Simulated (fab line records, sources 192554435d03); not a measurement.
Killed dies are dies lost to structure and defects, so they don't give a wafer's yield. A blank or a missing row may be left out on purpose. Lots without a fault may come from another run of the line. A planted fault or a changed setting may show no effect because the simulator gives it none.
A struck lot beside a sound one | flow n5_finfet | 36 steps out of a route of 1938
Sound: wafers L724.1, L724.3, L724.6. Struck: wafers L726.1, L726.5, L726.6. The cause comes at the end.
At each step with rows: each side's tool, then ch and its chambers, then its first start. Under that, the readings that differ: sound wafers | struck wafers | difference of the means | sigmas: that difference in standard deviations of wafers without a fault.
alike: readings whose means differ by less than 2 such deviations, and words and numbers that are the same on both sides. not compared: withheld readings, readings that some wafer has no value for, bounds like >300 that may hide the same value, and numbers for which the record gives no deviation and whose values overlap.
The two part at a step that has a row with sigmas, a row that says differs or no value, or rows on one side only. Numbers that don't overlap but have no deviation are shown without sigmas and don't part them. A reading that every wafer of one side lacks parts them only if that side has two wafers or more.

first, 9 steps without rows for these wafers: N5_WELL_APT_COAT_19 (resist thk 950 nm); N5_WELL_APT_EBR_21; N5_WELL_APT_SOFTBAKE_20 (time 60 s); N5_WELL_APT_EXPOSE_22 (exposes mask PWELL, defocus 0 nm, target cd 200 nm); N5_WELL_APT_PEB_23 (peb time 90 s); N5_WELL_APT_DEVELOP_24 (develop time 45 s); N5_WELL_APT_HARDBAKE_29 (time 120 s); N5_WELL_APT_DESCUM_30 (chemistry O2, time 7.9 s); N5_WELL_APT_IMPLANT_31.
N5_WELL_APT_IMPLANT_32:
  sound on implanter-01 ch 0, day 3 15:23; struck on implanter-01 ch 0, day 4 03:28
  reading            | sound                            | struck                           | difference  | sigmas
  dose_ions_cm2      | 1.9996e+13 1.9985e+13 1.9985e+13 | 2.8037e+13 2.8049e+13 2.8046e+13 | +8.0553e+12 | +99 or more
  faraday_current_uA | 258 251 254                      | 355 366 343                      | +100        | +20
  alike: end_station_pressure_torr
then, 25 steps without rows for these wafers: N5_WELL_APT_STRIP_33 (strips in SPM, time 900 s); N5_WELL_APT_RTA_34 (time 10 s); N5_WELL_APT_OXIDE_STRIP_42 (strips SiO2 in dHF, time 45 s, target depth 12 nm); N5_WELL_APT_PRECLEAN_36 (cleans in O3/DIW, time 45 s); N5_WELL_APT_PRECLEAN_39 (cleans in dHF, time 60 s); N5_WELL_APT_SRD_37 (time 30 s); N5_WELL_APT_EPI_41 (deposits Si from SiH4/H2, target thk 50 nm, time 297.7 s); N5_PMOS_HMC_CHANNEL_EPI_HM_DEP_34 (deposits SiO2 from TEOS/O2, target thk 36 nm, time 6.9 s); N5_PMOS_HMC_CHANNEL_EPI_COAT_31 (time 60 s, resist thk 66 nm); N5_PMOS_HMC_CHANNEL_EPI_COAT_03 (resist thk 205 nm); N5_PMOS_HMC_CHANNEL_EPI_EBR_05; N5_PMOS_HMC_CHANNEL_EPI_SOFTBAKE_04 (time 60 s); N5_PMOS_HMC_CHANNEL_EPI_EXPOSE_06 (exposes mask PMOS HMC BLK, target cd 240 nm); N5_PMOS_HMC_CHANNEL_EPI_PEB_07 (peb time 60 s); N5_PMOS_HMC_CHANNEL_EPI_DEVELOP_08 (develop time 30 s); N5_PMOS_HMC_CHANNEL_EPI_DESCUM_14 (chemistry O2, time 7.9 s); N5_PMOS_HMC_CHANNEL_EPI_ETCH_32 (etches BARC in N2/H2, stops on SiO2, target depth 85.8 nm, time 50.3 s); N5_PMOS_HMC_CHANNEL_EPI_HM_OPEN_15 (chemistry CHF3/O2, target SiO2, target depth 40.6 nm, time 20.3 s); N5_PMOS_HMC_CHANNEL_EPI_STRIP_33 (strips in N2/H2); N5_PMOS_HMC_CHANNEL_EPI_STRIP_17 (strips in SPM, time 750 s); N5_PMOS_HMC_CHANNEL_EPI_ETCH_38 (etches SiO2 in CF4, target depth 1.5 nm); N5_PMOS_HMC_CHANNEL_EPI_FIN_RECESS_16 (chemistry HBr/Cl2, target Si, target depth 54 nm, time 18 s); N5_PMOS_HMC_CHANNEL_EPI_PRECLEAN_36 (cleans in O3/DIW, time 45 s); N5_PMOS_HMC_CHANNEL_EPI_PRECLEAN_18 (cleans in DHF, time 30 s); N5_PMOS_HMC_CHANNEL_EPI_SRD_19 (time 30 s).
-- the record jumps here: 7 days lie between the struck wafers' starts before and after (it left off in module PMOS_HMC_CHANNEL_EPI and takes up again in module BEOL_M4, whose first step shown is number 1111 of the route) --
N5_BEOL_M4_RC_MEAS_101:
  sound on prober-02 ch 0, day 10 17:13; struck on prober-01 ch 0, day 11 04:55
  reading             | sound                      | struck                     | difference | sigmas
  CJ_N                | 4.29 4.28 4.33             | 5.11 4.99 5.00             | +0.73      | +9
  IOFF_N_LONG (nA/um) | 5.59e-05 5.71e-05 5.66e-05 | 6.83e-05 6.66e-05 6.69e-05 | +1.07e-05  | +4
  RS_PWELL (ohm/sq)   | 3017 2995 3052             | 2946 2930 2915             | -91        | -4
  alike: DIBL_N, DIBL_P, IOFF_N, IOFF_P, ION_N, ION_P, SS_N, SS_P, VT_N, VT_P

WHERE THEY PART
First at N5_WELL_APT_IMPLANT_32; last, within this record, at N5_BEOL_M4_RC_MEAS_101.

WHY: what the simulator had put in
Process parameter drift: implanter-01, from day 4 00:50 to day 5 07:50, at N5_WELL_APT_IMPLANT_32. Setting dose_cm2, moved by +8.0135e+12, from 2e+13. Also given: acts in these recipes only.
